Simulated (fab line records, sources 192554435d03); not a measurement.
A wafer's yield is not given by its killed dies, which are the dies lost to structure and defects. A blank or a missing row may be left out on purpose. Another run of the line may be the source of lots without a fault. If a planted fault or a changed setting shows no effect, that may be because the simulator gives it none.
Matching of chambers | flow n5-finfet | N5_FIN_CUT_STRIP_24 on rie-diel-03: 4 sister chambers
The step strips in CF4. 4 wafers are shown with their chamber, then 7 later ones without.

== WAFERS WITH THEIR CHAMBER ==
wafer  | chamber | throttle-valve-pct (%)
L078.2 | 3       | 13.54
L086.6 | 1       | 13.38
L087.3 | 2       | 13.89
L087.5 | 0       | 13.39

== WAFERS WITHOUT THEIR CHAMBER ==
wafer  | throttle-valve-pct (%)
L087.6 | 13.37
L089.1 | 13.89
L089.3 | 13.59
L089.6 | 13.58
L091.1 | 13.40
L091.5 | 13.38
L091.6 | 13.40

== EACH ONE'S CHAMBER ==
wafer  | from the rows above     | in truth
L087.6 | can't be placed: 1 or 0 | 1
L089.1 | 2                       | 2
L089.3 | 3                       | 3
L089.6 | 3                       | 3
L091.1 | can't be placed: 0 or 1 | 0
L091.5 | can't be placed: 1 or 0 | 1
L091.6 | can't be placed: 0 or 1 | 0
3 of 7 placed correctly. Unplaceable from these rows: 4, with the true chamber sitting among the candidates in 4. Number placed wrongly: 0.
How it was worked out, from the rows above alone: a wafer's distance from a chamber is the root of the sum, over the readings, of the square of ((its reading less the chamber's mean) divided by the reading's scatter). The wafer belongs to the nearest chamber; if the next one is less than 2 further off, it can't be placed. A chamber's mean is the mean of its shown wafers. The scatter: with one shown wafer a chamber, the root of the mean of the squares of how far each hidden wafer lies from its nearest shown one.
